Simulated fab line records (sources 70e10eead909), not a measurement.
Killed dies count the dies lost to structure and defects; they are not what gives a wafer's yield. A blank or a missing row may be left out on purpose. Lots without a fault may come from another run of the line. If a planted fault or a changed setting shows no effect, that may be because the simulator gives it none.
Matching of chambers | flow nand harc | rie diel-07 running NHARC_A_CHANNEL_HOLE_D1_ETCH_44: 4 sister chambers
The step etches the open film in CF4/O2, target depth 140 nm, overetch 14 nm, time 77 s. 4 wafers are shown with their chamber, then 9 later ones without.

WAFERS WITH THEIR CHAMBER
wafer  | chamber | showerhead plenum p Torr (Torr)
L321.4 | 0       | 1.42
L327.1 | 3       | 1.36
L327.3 | 1       | 1.34
L327.4 | 2       | 1.25

WAFERS WITHOUT THEIR CHAMBER
wafer  | showerhead plenum p Torr (Torr)
L328.2 | 1.34
L328.4 | 1.25
L328.5 | 1.34
L338.1 | 1.36
L338.5 | 1.34
L338.6 | 1.25
L339.1 | 1.42
L339.4 | 1.24
L339.6 | 1.25

CHAMBER TAKEN BY EACH
wafer  | from the rows above | in truth
L328.2 | 1                   | 1
L328.4 | 2                   | 2
L328.5 | 1                   | 1
L338.1 | 3                   | 3
L338.5 | 1                   | 1
L338.6 | 2                   | 2
L339.1 | 0                   | 0
L339.4 | 2                   | 2
L339.6 | 2                   | 2
Correctly placed: 9 of 9. Not placeable from these rows: 0. Number placed wrongly: 0.
How it was worked out, from the rows above alone: a wafer's distance from a chamber is the root of the sum, over the readings, of the square of ((its reading less the chamber's mean) divided by the reading's scatter). If the next closest chamber is less than 2 further off than the closest, the wafer can't be placed; otherwise it belongs to the closest. For every chamber, the mean is computed from those of its wafers that are shown. The scatter: with one shown wafer a chamber, the root of the mean of the squares of how far each hidden wafer lies from its nearest shown one.
